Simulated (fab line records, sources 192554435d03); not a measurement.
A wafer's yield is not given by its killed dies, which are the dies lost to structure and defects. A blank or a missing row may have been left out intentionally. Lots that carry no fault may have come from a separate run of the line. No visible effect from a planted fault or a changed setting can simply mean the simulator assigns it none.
Chamber matching || flow n5-finfet || N5_GATE_CUT_CMP_23 on cmp-04 has 4 sister chambers
The step polishes, stops on SiO2, t overpolish 23.4 s, target thk 16 nm. 8 wafers are shown with their chamber, then 7 later ones without.

WAFERS WITH THEIR CHAMBER
{"wafer": "L082.4", "chamber": 2, "motor-current-A (A)": 8.7, "overpolish-run-s (s)": 23.389}
{"wafer": "L082.5", "chamber": 0, "motor-current-A (A)": 7.5, "overpolish-run-s (s)": 23.395}
{"wafer": "L084.4", "chamber": 1, "motor-current-A (A)": 9.2, "overpolish-run-s (s)": 23.388}
{"wafer": "L086.2", "chamber": 2, "motor-current-A (A)": 8.3, "overpolish-run-s (s)": 23.395}
{"wafer": "L086.3", "chamber": 1, "motor-current-A (A)": 9.6, "overpolish-run-s (s)": 23.399}
{"wafer": "L086.4", "chamber": 3, "motor-current-A (A)": 9.9, "overpolish-run-s (s)": 23.405}
{"wafer": "L087.1", "chamber": 0, "motor-current-A (A)": 7.7, "overpolish-run-s (s)": 23.412}
{"wafer": "L087.2", "chamber": 3, "motor-current-A (A)": 9.9, "overpolish-run-s (s)": 23.391}

WAFERS MISSING THEIR CHAMBER
{"wafer": "L087.6", "motor-current-A (A)": 7.9, "overpolish-run-s (s)": 23.398}
{"wafer": "L091.3", "motor-current-A (A)": 7.6, "overpolish-run-s (s)": 23.411}
{"wafer": "L091.4", "motor-current-A (A)": 8.6, "overpolish-run-s (s)": 23.399}
{"wafer": "L091.6", "motor-current-A (A)": 7.6, "overpolish-run-s (s)": 23.391}
{"wafer": "L096.3", "motor-current-A (A)": 8.5, "overpolish-run-s (s)": 23.405}
{"wafer": "L096.5", "motor-current-A (A)": 7.7, "overpolish-run-s (s)": 23.417}
{"wafer": "L096.6", "motor-current-A (A)": 9.9, "overpolish-run-s (s)": 23.406}

THE CHAMBER EACH PASSED THROUGH
{"wafer": "L087.6", "from the rows above": "can't be placed: 0 or 2", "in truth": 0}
{"wafer": "L091.3", "from the rows above": 0, "in truth": 0}
{"wafer": "L091.4", "from the rows above": 2, "in truth": 2}
{"wafer": "L091.6", "from the rows above": 0, "in truth": 0}
{"wafer": "L096.3", "from the rows above": 2, "in truth": 2}
{"wafer": "L096.5", "from the rows above": 0, "in truth": 0}
{"wafer": "L096.6", "from the rows above": "can't be placed: 3 or 1", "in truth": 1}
Correctly placed: 5 of 7. Can't be placed from these rows: 2 (the true chamber is among the candidates in 2). Wrongly placed: 0.
How it was worked out, from the rows above alone: a wafer's distance from a chamber is the root of the sum, over the readings, of the square of ((its reading less the chamber's mean) divided by the reading's scatter). The wafer belongs to the nearest chamber; if the next one is less than 2 further off, it can't be placed. The mean given for a chamber averages the wafers shown for that chamber. How the scatter is found: for the shown wafers, subtract from each reading the mean of its chamber, square and add these, divide the total by (wafers less chambers), then take the root.
